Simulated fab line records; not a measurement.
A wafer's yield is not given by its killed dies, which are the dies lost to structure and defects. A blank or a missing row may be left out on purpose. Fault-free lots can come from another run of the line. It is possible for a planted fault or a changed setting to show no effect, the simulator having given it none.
Chamber matching / flow nand_harc / 4 sister chambers for NHARC_P_CONTACT_ETCH_35 on rie_diel-04
The step etches the open film in CF4, target depth 39 nm, time 65 s. 16 wafers are shown with their chamber, then 8 later ones without.

WAFERS, EACH WITH ITS CHAMBER
wafer=L074.3; chamber=2; showerhead_plenum_p_Torr (Torr)=1.86; drypump_motor_current_A (A)=5.8; oes_product_au (a.u.)=0.990
wafer=L074.5; chamber=0; showerhead_plenum_p_Torr (Torr)=1.81; drypump_motor_current_A (A)=5.6; oes_product_au (a.u.)=1.002
wafer=L074.6; chamber=3; showerhead_plenum_p_Torr (Torr)=1.76; drypump_motor_current_A (A)=6.1; oes_product_au (a.u.)=1.000
wafer=L078.1; chamber=2; showerhead_plenum_p_Torr (Torr)=1.85; drypump_motor_current_A (A)=5.9; oes_product_au (a.u.)=0.989
wafer=L078.5; chamber=3; showerhead_plenum_p_Torr (Torr)=1.76; drypump_motor_current_A (A)=6.1; oes_product_au (a.u.)=1.009
wafer=L078.6; chamber=2; showerhead_plenum_p_Torr (Torr)=1.85; drypump_motor_current_A (A)=5.9; oes_product_au (a.u.)=0.981
wafer=L082.1; chamber=0; showerhead_plenum_p_Torr (Torr)=1.81; drypump_motor_current_A (A)=5.6; oes_product_au (a.u.)=1.014
wafer=L082.2; chamber=1; showerhead_plenum_p_Torr (Torr)=1.84; drypump_motor_current_A (A)=6.4; oes_product_au (a.u.)=1.005
wafer=L082.4; chamber=3; showerhead_plenum_p_Torr (Torr)=1.76; drypump_motor_current_A (A)=6.2; oes_product_au (a.u.)=0.984
wafer=L083.1; chamber=3; showerhead_plenum_p_Torr (Torr)=1.76; drypump_motor_current_A (A)=6.2; oes_product_au (a.u.)=0.990
wafer=L083.2; chamber=2; showerhead_plenum_p_Torr (Torr)=1.85; drypump_motor_current_A (A)=5.9; oes_product_au (a.u.)=0.998
wafer=L083.3; chamber=0; showerhead_plenum_p_Torr (Torr)=1.81; drypump_motor_current_A (A)=5.6; oes_product_au (a.u.)=0.997
wafer=L087.1; chamber=0; showerhead_plenum_p_Torr (Torr)=1.81; drypump_motor_current_A (A)=5.6; oes_product_au (a.u.)=0.996
wafer=L087.3; chamber=3; showerhead_plenum_p_Torr (Torr)=1.76; drypump_motor_current_A (A)=6.1; oes_product_au (a.u.)=0.981
wafer=L087.6; chamber=3; showerhead_plenum_p_Torr (Torr)=1.76; drypump_motor_current_A (A)=6.1; oes_product_au (a.u.)=0.984
wafer=L089.2; chamber=2; showerhead_plenum_p_Torr (Torr)=1.85; drypump_motor_current_A (A)=5.9; oes_product_au (a.u.)=0.999

SIGNATURES (means of the wafers above)
reading=showerhead_plenum_p_Torr; chamber 0=1.8100; chamber 1=1.8400; chamber 2=1.8520; chamber 3=1.7600; scatter within a chamber=0.00258
reading=drypump_motor_current_A; chamber 0=5.600; chamber 1=6.400; chamber 2=5.880; chamber 3=6.133; scatter within a chamber=0.0422
reading=oes_product_au; chamber 0=1.00225; chamber 1=1.00500; chamber 2=0.99140; chamber 3=0.99133; scatter within a chamber=0.00924
Rule: for a wafer and a chamber, the distance is found by dividing, reading by reading, the gap between the wafer's reading and the chamber's mean by the reading's scatter, squaring, summing and taking the root. The wafer belongs to the nearest chamber; if the next one is less than 2 further off, it can't be placed. The scatter is the square root of a quotient: the sum, over the shown wafers, of each reading's squared deviation from its chamber's mean, divided by wafers minus chambers.

WAFERS WHOSE CHAMBER IS MISSING
wafer=L089.5; showerhead_plenum_p_Torr (Torr)=1.85; drypump_motor_current_A (A)=5.9; oes_product_au (a.u.)=0.989
wafer=L089.6; showerhead_plenum_p_Torr (Torr)=1.84; drypump_motor_current_A (A)=6.5; oes_product_au (a.u.)=1.013
wafer=L093.1; showerhead_plenum_p_Torr (Torr)=1.76; drypump_motor_current_A (A)=6.1; oes_product_au (a.u.)=0.992
wafer=L093.4; showerhead_plenum_p_Torr (Torr)=1.85; drypump_motor_current_A (A)=5.9; oes_product_au (a.u.)=0.993
wafer=L093.6; showerhead_plenum_p_Torr (Torr)=1.76; drypump_motor_current_A (A)=6.1; oes_product_au (a.u.)=0.988
wafer=L096.1; showerhead_plenum_p_Torr (Torr)=1.76; drypump_motor_current_A (A)=6.1; oes_product_au (a.u.)=0.987
wafer=L096.3; showerhead_plenum_p_Torr (Torr)=1.81; drypump_motor_current_A (A)=5.6; oes_product_au (a.u.)=0.994
wafer=L096.4; showerhead_plenum_p_Torr (Torr)=1.85; drypump_motor_current_A (A)=5.9; oes_product_au (a.u.)=0.993

WHICH CHAMBER EACH ONE RAN IN
wafer=L089.5; from the rows above=2; in truth=2
wafer=L089.6; from the rows above=1; in truth=1
wafer=L093.1; from the rows above=3; in truth=3
wafer=L093.4; from the rows above=2; in truth=2
wafer=L093.6; from the rows above=3; in truth=3
wafer=L096.1; from the rows above=3; in truth=3
wafer=L096.3; from the rows above=0; in truth=0
wafer=L096.4; from the rows above=2; in truth=2
8 of 8 placed correctly. Left unplaced by these rows: 0. Wrongly placed: 0.
